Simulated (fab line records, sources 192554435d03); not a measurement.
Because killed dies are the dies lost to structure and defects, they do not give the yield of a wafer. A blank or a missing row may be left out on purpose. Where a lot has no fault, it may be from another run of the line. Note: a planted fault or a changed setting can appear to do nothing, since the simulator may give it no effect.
Matching of chambers || flow n5-finfet || rie-diel-03 running N5_BEOL_M2_ETCH_77: 4 sister chambers
The step etches underlayer in N2/H2, target depth 6.5 nm, time 5.2 s. 14 wafers are shown with their chamber, then 7 later ones without.

WAFERS, EACH WITH ITS CHAMBER
{"wafer": "L074.3", "chamber": 0, "showerhead-plenum-p-Torr (Torr)": 2.49, "throttle-valve-pct (%)": 17.61, "oes-product-au (a.u.)": 0.79}
{"wafer": "L074.5", "chamber": 3, "showerhead-plenum-p-Torr (Torr)": 2.44, "throttle-valve-pct (%)": 17.63, "oes-product-au (a.u.)": 0.68}
{"wafer": "L074.6", "chamber": 0, "showerhead-plenum-p-Torr (Torr)": 2.49, "throttle-valve-pct (%)": 17.59, "oes-product-au (a.u.)": 0.79}
{"wafer": "L086.2", "chamber": 1, "showerhead-plenum-p-Torr (Torr)": 2.66, "throttle-valve-pct (%)": 17.39, "oes-product-au (a.u.)": 0.67}
{"wafer": "L086.4", "chamber": 0, "showerhead-plenum-p-Torr (Torr)": 2.48, "throttle-valve-pct (%)": 17.61, "oes-product-au (a.u.)": 0.75}
{"wafer": "L086.5", "chamber": 2, "showerhead-plenum-p-Torr (Torr)": 2.62, "throttle-valve-pct (%)": 18.27, "oes-product-au (a.u.)": 0.59}
{"wafer": "L088.4", "chamber": 1, "showerhead-plenum-p-Torr (Torr)": 2.66, "throttle-valve-pct (%)": 17.37, "oes-product-au (a.u.)": 0.66}
{"wafer": "L088.5", "chamber": 2, "showerhead-plenum-p-Torr (Torr)": 2.62, "throttle-valve-pct (%)": 18.27, "oes-product-au (a.u.)": 0.60}
{"wafer": "L088.6", "chamber": 1, "showerhead-plenum-p-Torr (Torr)": 2.66, "throttle-valve-pct (%)": 17.38, "oes-product-au (a.u.)": 0.67}
{"wafer": "L089.1", "chamber": 3, "showerhead-plenum-p-Torr (Torr)": 2.43, "throttle-valve-pct (%)": 17.67, "oes-product-au (a.u.)": 0.66}
{"wafer": "L089.3", "chamber": 2, "showerhead-plenum-p-Torr (Torr)": 2.62, "throttle-valve-pct (%)": 18.26, "oes-product-au (a.u.)": 0.59}
{"wafer": "L089.4", "chamber": 0, "showerhead-plenum-p-Torr (Torr)": 2.47, "throttle-valve-pct (%)": 17.61, "oes-product-au (a.u.)": 0.73}
{"wafer": "L092.2", "chamber": 2, "showerhead-plenum-p-Torr (Torr)": 2.62, "throttle-valve-pct (%)": 18.31, "oes-product-au (a.u.)": 0.57}
{"wafer": "L092.3", "chamber": 3, "showerhead-plenum-p-Torr (Torr)": 2.43, "throttle-valve-pct (%)": 17.69, "oes-product-au (a.u.)": 0.65}

SIGNATURES, as means of the wafers listed above
{"reading": "showerhead-plenum-p-Torr", "chamber 0": 2.4825, "chamber 1": 2.6600, "chamber 2": 2.6200, "chamber 3": 2.4333, "scatter within a chamber": 0.00585}
{"reading": "throttle-valve-pct", "chamber 0": 17.6050, "chamber 1": 17.3800, "chamber 2": 18.2775, "chamber 3": 17.6633, "scatter within a chamber": 0.0196}
{"reading": "oes-product-au", "chamber 0": 0.7650, "chamber 1": 0.6667, "chamber 2": 0.5875, "chamber 3": 0.6633, "scatter within a chamber": 0.0193}
Rule: distance of a wafer from a chamber = root of the sum over the readings of ((wafer's reading minus chamber's mean) / reading's scatter) squared. If the next closest chamber is less than 2 further off than the closest, the wafer can't be placed; otherwise it belongs to the closest. The scatter: take each reading less its chamber's mean, square it, sum over the shown wafers, divide by the number of wafers less the number of chambers, and take the root.

WAFERS WHOSE CHAMBER IS MISSING
{"wafer": "L092.6", "showerhead-plenum-p-Torr (Torr)": 2.47, "throttle-valve-pct (%)": 17.64, "oes-product-au (a.u.)": 0.73}
{"wafer": "L093.1", "showerhead-plenum-p-Torr (Torr)": 2.65, "throttle-valve-pct (%)": 17.41, "oes-product-au (a.u.)": 0.65}
{"wafer": "L093.2", "showerhead-plenum-p-Torr (Torr)": 2.62, "throttle-valve-pct (%)": 18.29, "oes-product-au (a.u.)": 0.58}
{"wafer": "L093.6", "showerhead-plenum-p-Torr (Torr)": 2.47, "throttle-valve-pct (%)": 17.67, "oes-product-au (a.u.)": 0.73}
{"wafer": "L097.4", "showerhead-plenum-p-Torr (Torr)": 2.43, "throttle-valve-pct (%)": 17.70, "oes-product-au (a.u.)": 0.63}
{"wafer": "L097.5", "showerhead-plenum-p-Torr (Torr)": 2.47, "throttle-valve-pct (%)": 17.64, "oes-product-au (a.u.)": 0.72}
{"wafer": "L097.6", "showerhead-plenum-p-Torr (Torr)": 2.65, "throttle-valve-pct (%)": 17.43, "oes-product-au (a.u.)": 0.65}

CHAMBER TAKEN BY EACH
{"wafer": "L092.6", "from the rows above": 0, "in truth": 0}
{"wafer": "L093.1", "from the rows above": 1, "in truth": 1}
{"wafer": "L093.2", "from the rows above": 2, "in truth": 2}
{"wafer": "L093.6", "from the rows above": 0, "in truth": 0}
{"wafer": "L097.4", "from the rows above": 3, "in truth": 3}
{"wafer": "L097.5", "from the rows above": 0, "in truth": 0}
{"wafer": "L097.6", "from the rows above": 1, "in truth": 1}
Correct placement for 7 of the 7. Not placeable from these rows: 0. Placed wrongly: 0.
